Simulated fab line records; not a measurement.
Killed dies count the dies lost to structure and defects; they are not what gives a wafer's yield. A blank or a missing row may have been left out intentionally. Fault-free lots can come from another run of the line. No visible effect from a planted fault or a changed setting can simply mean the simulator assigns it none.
Chamber matching | flow nand-harc | NHARC_A_SLIT_ETCH_29 on rie-diel-07: 4 sister chambers
The step etches the open film in CF4/O2, target depth 100 nm, overetch 10 nm, time 55 s. 4 wafers are shown with their chamber, then 9 later ones without.

== WAFERS WITH THEIR CHAMBER ==
wafer  | chamber | showerhead-plenum-p-Torr (Torr)
L083.2 | 3       | 1.25
L084.5 | 2       | 1.39
L091.3 | 1       | 1.40
L091.6 | 0       | 1.36

== WAFERS MISSING THEIR CHAMBER ==
wafer  | showerhead-plenum-p-Torr (Torr)
L093.1 | 1.39
L093.2 | 1.40
L093.3 | 1.25
L094.3 | 1.39
L094.4 | 1.24
L094.6 | 1.36
L097.1 | 1.40
L097.2 | 1.36
L097.6 | 1.39

== WHICH CHAMBER EACH WENT THROUGH ==
wafer  | from the rows above | in truth
L093.1 | 2                   | 2
L093.2 | 1                   | 1
L093.3 | 3                   | 3
L094.3 | 2                   | 2
L094.4 | 3                   | 3
L094.6 | 0                   | 0
L097.1 | 1                   | 1
L097.2 | 0                   | 0
L097.6 | 2                   | 2
9 of 9 placed correctly. From these rows, 0 cannot be placed. Wrongly placed: 0.
How it was worked out, from the rows above alone: a wafer's distance from a chamber is the root of the sum, over the readings, of the square of ((its reading less the chamber's mean) divided by the reading's scatter). The wafer belongs to the nearest chamber; if the next one is less than 2 further off, it can't be placed. Each chamber's mean is taken over the wafers shown for it. The scatter: root of mean squared gap, hidden wafer to nearest shown wafer, with one shown wafer a chamber.
